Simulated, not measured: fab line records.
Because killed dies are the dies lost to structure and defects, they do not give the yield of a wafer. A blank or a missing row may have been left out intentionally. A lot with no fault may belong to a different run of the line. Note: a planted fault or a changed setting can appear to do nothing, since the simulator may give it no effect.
Which tool is to blame? | flow n5-finfet | 24 lots, 72 wafers sampled, at 6 steps of a route of 1938

WHAT THE GAUGES SHOWED, per wafer
N5_BEOL_M4_CD_MEAS_35: target cd 18 nm, target cd y 22.4 nm.
lot  | measured     | on        | cd-nm (nm)
L074 | day 8 00:00  | cd-sem-03 | 17.7 18.3 18.0
L075 | day 8 00:14  | cd-sem-03 | 18.0 17.9 18.0
L076 | day 8 08:41  | cd-sem-03 | 17.1 17.7 18.1
L077 | day 8 15:31  | cd-sem-02 | 17.8 18.2 17.9
L078 | day 8 21:40  | cd-sem-02 | 17.7 18.1 17.8
L080 | day 9 04:13  | cd-sem-02 | 17.8 18.5 18.3
L081 | day 9 15:32  | cd-sem-02 | 17.8 18.3 18.1
L079 | day 9 15:35  | cd-sem-01 | 18.0 18.2 17.9
L083 | day 9 20:10  | cd-sem-02 | 18.1 17.5 17.7
L082 | day 10 08:44 | cd-sem-02 | 17.7 18.5 18.1
L084 | day 10 15:05 | cd-sem-03 | 17.9 17.7 18.2
L085 | day 10 18:08 | cd-sem-03 | 17.8 17.1 17.6
L086 | day 10 21:35 | cd-sem-03 | 18.1 17.6 18.1
L087 | day 11 08:04 | cd-sem-01 | 17.6 18.1 18.2
L088 | day 11 13:20 | cd-sem-02 | 18.5 18.1 18.2
L089 | day 11 13:31 | cd-sem-02 | 17.4 18.2 18.1
L090 | day 11 22:43 | cd-sem-03 | 17.9 18.0 17.9
L091 | day 12 01:56 | cd-sem-01 | 17.9 18.0 18.1
L092 | day 12 15:45 | cd-sem-01 | 18.1 17.1 17.9
L093 | day 12 22:41 | cd-sem-03 | 18.3 18.0 18.6
L094 | day 12 23:37 | cd-sem-01 | 17.7 18.2 18.4
L095 | day 13 09:10 | cd-sem-01 | 18.2 18.5 17.1
L096 | day 13 15:20 | cd-sem-03 | 18.0 18.3 18.2
L097 | day 14 04:24 | cd-sem-01 | 17.7 17.3 18.1

N5_BEOL_M5_CD_MEAS_11: the cd target is 27.74 nm.
lot  | measured     | on        | cd-nm (nm)
L074 | day 8 06:47  | cd-sem-03 | 27.76 28.09 27.86
L075 | day 8 08:25  | cd-sem-03 | 27.96 28.42 27.98
L076 | day 8 17:38  | cd-sem-03 | 28.19 28.05 27.55
L077 | day 8 23:18  | cd-sem-02 | 28.01 27.87 28.19
L078 | day 9 07:35  | cd-sem-01 | 28.04 27.90 27.92
L080 | day 9 13:48  | cd-sem-01 | 28.04 28.54 28.04
L081 | day 10 00:31 | cd-sem-03 | 27.70 27.57 27.76
L079 | day 10 00:47 | cd-sem-02 | 27.86 28.13 28.08
L083 | day 10 05:34 | cd-sem-01 | 27.96 28.18 28.30
L082 | day 10 18:41 | cd-sem-01 | 28.44 27.96 27.85
L084 | day 11 00:51 | cd-sem-03 | 27.94 27.95 27.84
L085 | day 11 04:34 | cd-sem-03 | 27.83 27.78 27.89
L086 | day 11 07:31 | cd-sem-01 | 27.85 28.31 27.98
L087 | day 11 14:32 | cd-sem-03 | 27.63 28.20 27.90
L088 | day 11 19:40 | cd-sem-01 | 27.83 28.09 28.30
L089 | day 11 23:07 | cd-sem-03 | 28.21 27.64 27.59
L090 | day 12 06:05 | cd-sem-02 | 28.21 28.28 28.09
L091 | day 12 10:13 | cd-sem-01 | 28.18 28.35 27.73
L092 | day 12 23:12 | cd-sem-03 | 27.69 27.68 27.88
L093 | day 13 06:20 | cd-sem-03 | 28.03 27.76 28.06
L094 | day 13 06:40 | cd-sem-03 | 27.92 28.26 27.69
L095 | day 13 18:43 | cd-sem-02 | 27.71 28.13 27.73
L096 | day 13 22:49 | cd-sem-03 | 28.18 27.87 27.76
L097 | day 14 11:46 | cd-sem-02 | 28.41 28.01 28.25

N5_BEOL_M5_CD_MEAS_28: target cd 30.6 nm, target cd y 20 nm.
lot  | measured     | on        | cd-nm (nm)
L074 | day 8 07:42  | cd-sem-02 | 30.81 30.94 30.63
L075 | day 8 09:22  | cd-sem-02 | 31.14 31.15 30.89
L076 | day 8 18:37  | cd-sem-03 | 30.42 30.28 30.20
L077 | day 9 02:54  | cd-sem-03 | 31.24 30.67 30.82
L078 | day 9 08:39  | cd-sem-02 | 30.75 30.35 30.65
L080 | day 9 15:03  | cd-sem-02 | 30.77 30.44 30.41
L081 | day 10 01:44 | cd-sem-03 | 30.52 30.54 30.98
L079 | day 10 01:47 | cd-sem-02 | 30.40 30.53 30.78
L083 | day 10 07:31 | cd-sem-02 | 31.04 30.82 30.58
L082 | day 10 19:41 | cd-sem-03 | 30.77 30.74 30.69
L084 | day 11 01:53 | cd-sem-01 | 30.60 30.82 30.86
L085 | day 11 07:20 | cd-sem-03 | 30.87 30.74 30.62
L086 | day 11 12:24 | cd-sem-01 | 30.84 30.86 30.97
L087 | day 11 18:33 | cd-sem-03 | 30.99 30.59 31.00
L088 | day 11 21:55 | cd-sem-03 | 30.30 30.39 30.34
L089 | day 12 01:23 | cd-sem-03 | 30.46 30.54 30.82
L090 | day 12 09:18 | cd-sem-01 | 30.75 31.05 30.87
L091 | day 12 13:17 | cd-sem-02 | 30.59 31.14 30.04
L092 | day 13 01:19 | cd-sem-02 | 30.52 30.41 30.87
L093 | day 13 08:30 | cd-sem-02 | 30.82 30.50 30.59
L094 | day 13 08:20 | cd-sem-03 | 30.53 30.81 30.44
L095 | day 13 21:04 | cd-sem-03 | 30.41 30.35 30.57
L096 | day 14 00:52 | cd-sem-01 | 30.67 30.41 30.99
L097 | day 14 13:12 | cd-sem-01 | 30.63 30.64 30.45

EACH LOT AND THE TOOL THAT RAN IT (in order: tool; ch and the chambers of the sampled wafers; start)
lot  | N5_BEOL_M4_VIA_ETCH_34             | N5_BEOL_M4_ALD_84                   | N5_BEOL_M4_ANNEAL_51
L074 | rie-diel-03 ch 0,1, day 7 23:35    | ald-metal-02 ch 0,1,3, day 8 00:19  | rtp-anneal-02 ch 0, day 8 02:52
L075 | rie-diel-05 ch 0,2, day 7 23:50    | ald-metal-01 ch 0,1, day 8 00:31    | rtp-anneal-02 ch 0, day 8 03:27
L076 | rie-diel-02 ch 0,2,3, day 8 08:17  | ald-metal-03 ch 0,1,3, day 8 09:26  | rtp-anneal-01 ch 0, day 8 13:19
L077 | rie-diel-02 ch 0,3, day 8 15:07    | ald-metal-02 ch 0,3, day 8 16:38    | rtp-anneal-01 ch 0, day 8 19:53
L078 | rie-diel-03 ch 0,1,3, day 8 21:15  | ald-metal-01 ch 1,2, day 8 22:18    | rtp-anneal-01 ch 0, day 9 02:09
L080 | rie-diel-02 ch 0,1, day 9 03:48    | ald-metal-01 ch 2,3, day 9 04:51    | rtp-anneal-01 ch 0, day 9 10:16
L081 | rie-diel-03 ch 0,1, day 9 15:08    | ald-metal-03 ch 0,1,3, day 9 16:16  | rtp-anneal-01 ch 0, day 9 21:17
L079 | rie-diel-05 ch 0,1,2, day 9 15:10  | ald-metal-01 ch 0,3, day 9 16:20    | rtp-anneal-01 ch 0, day 9 21:52
L083 | rie-diel-03 ch 1,3, day 9 19:45    | ald-metal-01 ch 0,1,3, day 9 21:17  | rtp-anneal-01 ch 0, day 10 01:49
L082 | rie-diel-03 ch 1,2,3, day 10 08:20 | ald-metal-02 ch 0,3, day 10 09:22   | rtp-anneal-01 ch 0, day 10 14:36
L084 | rie-diel-02 ch 0,2,3, day 10 14:40 | ald-metal-01 ch 1,2,3, day 10 15:31 | rtp-anneal-01 ch 0, day 10 21:24
L085 | rie-diel-03 ch 1,3, day 10 17:43   | ald-metal-02 ch 0,1,2, day 10 18:24 | rtp-anneal-02 ch 0, day 11 01:14
L086 | rie-diel-05 ch 1,2,3, day 10 21:11 | ald-metal-03 ch 1,2,3, day 10 21:44 | rtp-anneal-02 ch 0, day 11 02:53
L087 | rie-diel-03 ch 0,1,3, day 11 07:39 | ald-metal-03 ch 0,1,2, day 11 08:39 | rtp-anneal-01 ch 0, day 11 11:07
L088 | rie-diel-02 ch 0,1,3, day 11 12:56 | ald-metal-01 ch 0,2,3, day 11 13:43 | rtp-anneal-01 ch 0, day 11 16:21
L089 | rie-diel-03 ch 0,1,3, day 11 13:07 | ald-metal-03 ch 1,2,3, day 11 14:04 | rtp-anneal-01 ch 0, day 11 18:23
L090 | rie-diel-02 ch 0,3, day 11 22:19   | ald-metal-01 ch 0,2,3, day 11 22:53 | rtp-anneal-02 ch 0, day 12 01:38
L091 | rie-diel-02 ch 1,2,3, day 12 01:32 | ald-metal-02 ch 0, day 12 02:25     | rtp-anneal-02 ch 0, day 12 04:58
L092 | rie-diel-05 ch 2,3, day 12 15:20   | ald-metal-01 ch 0,1,3, day 12 16:21 | rtp-anneal-01 ch 0, day 12 19:46
L093 | rie-diel-05 ch 2,3, day 12 22:17   | ald-metal-03 ch 1,2, day 12 23:20   | rtp-anneal-01 ch 0, day 13 01:46
L094 | rie-diel-05 ch 0,2, day 12 23:13   | ald-metal-01 ch 0,3, day 12 23:46   | rtp-anneal-01 ch 0, day 13 03:36
L095 | rie-diel-02 ch 0,1,2, day 13 08:46 | ald-metal-02 ch 0,1,2, day 13 09:48 | rtp-anneal-01 ch 0, day 13 14:22
L096 | rie-diel-02 ch 0,2,3, day 13 14:56 | ald-metal-01 ch 1,2,3, day 13 15:55 | rtp-anneal-01 ch 0, day 13 19:34
L097 | rie-diel-05 ch 1,2, day 14 04:00   | ald-metal-02 ch 0,1,3, day 14 05:29 | rtp-anneal-02 ch 0, day 14 08:11
- N5_BEOL_M4_VIA_ETCH_34: etches the open film in C4F6/O2, target depth 69.4 nm, time 65.9 s.
- N5_BEOL_M4_ALD_84: deposits TaN, pulse time 2 s, purge time 3 s, co reactant purge time 2 s.
- N5_BEOL_M4_ANNEAL_51: time 90 s.

WHAT THE TOOLS THEMSELVES READ (means of the sampled wafers that have a number; where no wafer has one, the mark that the record gives instead)
N5_BEOL_M4_VIA_ETCH_34.
lot  | tool        | drypump-motor-current-A (A) | oes-product-au (a.u.) | rf-vpp-V (V) | showerhead-plenum-p-Torr (Torr) | throttle-valve-pct (%)
L074 | rie-diel-03 | 6.3                         | 0.74                  | 652          | 2.84                            | 30.82
L075 | rie-diel-05 | 5.7                         | 0.78                  | 674          | 2.88                            | 30.62
L076 | rie-diel-02 | 6.1                         | 0.77                  | 675          | 2.73                            | 30.83
L077 | rie-diel-02 | 6.1                         | 0.82                  | 662          | 2.72                            | 30.75
L078 | rie-diel-03 | 6.2                         | 0.72                  | 652          | 2.83                            | 30.66
L080 | rie-diel-02 | 6.0                         | 0.74                  | 674          | 2.74                            | 30.80
L081 | rie-diel-03 | 6.3                         | 0.69                  | 656          | 2.81                            | 30.74
L079 | rie-diel-05 | 5.5                         | 0.76                  | 673          | 2.88                            | 30.71
L083 | rie-diel-03 | 6.2                         | 0.75                  | 647          | 2.85                            | 30.76
L082 | rie-diel-03 | 5.9                         | 0.83                  | 648          | 2.82                            | 30.59
L084 | rie-diel-02 | 6.1                         | 0.83                  | 674          | 2.72                            | 30.74
L085 | rie-diel-03 | 6.0                         | 0.72                  | 648          | 2.83                            | 30.61
L086 | rie-diel-05 | 5.7                         | 0.75                  | 675          | 2.88                            | 30.81
L087 | rie-diel-03 | 6.2                         | 0.81                  | 651          | 2.82                            | 30.59
L088 | rie-diel-02 | 5.9                         | 0.76                  | 668          | 2.77                            | 30.80
L089 | rie-diel-03 | 6.2                         | 0.82                  | 651          | 2.82                            | 30.60
L090 | rie-diel-02 | 6.1                         | 0.78                  | 661          | 2.70                            | 30.78
L091 | rie-diel-02 | 5.7                         | 0.81                  | 675          | 2.83                            | 30.75
L092 | rie-diel-05 | 6.2                         | 0.74                  | 676          | 2.87                            | 30.84
L093 | rie-diel-05 | 6.2                         | 0.74                  | 675          | 2.87                            | 30.84
L094 | rie-diel-05 | 5.6                         | 0.90                  | 678          | 2.82                            | 30.45
L095 | rie-diel-02 | 5.8                         | 0.76                  | 680          | 2.78                            | 30.80
L096 | rie-diel-02 | 6.0                         | 0.80                  | 674          | 2.70                            | 30.75
L097 | rie-diel-05 | 5.4                         | 0.88                  | 678          | 2.82                            | 30.65

N5_BEOL_M4_ALD_84.
lot  | tool         | heater-power-w (W)
L074 | ald-metal-02 | 420
L075 | ald-metal-01 | 413
L076 | ald-metal-03 | 432
L077 | ald-metal-02 | 414
L078 | ald-metal-01 | 376
L080 | ald-metal-01 | 414
L081 | ald-metal-03 | 432
L079 | ald-metal-01 | 415
L083 | ald-metal-01 | 394
L082 | ald-metal-02 | 420
L084 | ald-metal-01 | 390
L085 | ald-metal-02 | 440
L086 | ald-metal-03 | 458
L087 | ald-metal-03 | 394
L088 | ald-metal-01 | 411
L089 | ald-metal-03 | 461
L090 | ald-metal-01 | 411
L091 | ald-metal-02 | 419
L092 | ald-metal-01 | 390
L093 | ald-metal-03 | 419
L094 | ald-metal-01 | 399
L095 | ald-metal-02 | 441
L096 | ald-metal-01 | 388
L097 | ald-metal-02 | 422

N5_BEOL_M4_ANNEAL_51.
lot  | tool          | wafer_temp_C_max
L074 | rtp-anneal-02 | 226.4
L075 | rtp-anneal-02 | 226.0
L076 | rtp-anneal-01 | 225.7
L077 | rtp-anneal-01 | 225.3
L078 | rtp-anneal-01 | 225.5
L080 | rtp-anneal-01 | 225.6
L081 | rtp-anneal-01 | 225.8
L079 | rtp-anneal-01 | 225.4
L083 | rtp-anneal-01 | 225.7
L082 | rtp-anneal-01 | 225.4
L084 | rtp-anneal-01 | 225.7
L085 | rtp-anneal-02 | 225.8
L086 | rtp-anneal-02 | 226.1
L087 | rtp-anneal-01 | 225.6
L088 | rtp-anneal-01 | 225.5
L089 | rtp-anneal-01 | 225.6
L090 | rtp-anneal-02 | 226.1
L091 | rtp-anneal-02 | 225.7
L092 | rtp-anneal-01 | 225.5
L093 | rtp-anneal-01 | 225.6
L094 | rtp-anneal-01 | 225.5
L095 | rtp-anneal-01 | 225.8
L096 | rtp-anneal-01 | 225.4
L097 | rtp-anneal-02 | 226.1

THE ANSWER, worked out from the rows above alone
Rule: the lots themselves supply what counts as usual. The widest of any qualifying gaps counts: lots, ordered by their means at a reading, are off when they make up no more than a third of the lots, leave a main group of 4 or more, and stand apart from it by 3 or more times the standard deviation of that group's means. A main group is skipped when, at the precision printed for the reading in the tables above, its means are all equal. A lot without any number at a reading at which 4 lots or more have one is off too. Where the step has rows for the other lots, those lots are counted as sound. The gauges are gone through in route order, then the tools' own readings, and for those a lot's mean is taken as printed above. The first step at which some lot is off is used, and at that step the reading that is off furthest; a lot without a number counts as furthest.
Nothing can be told from this: no lot is off at any reading shown.

WHAT HAD BEEN PUT IN BY THE SIMULATOR
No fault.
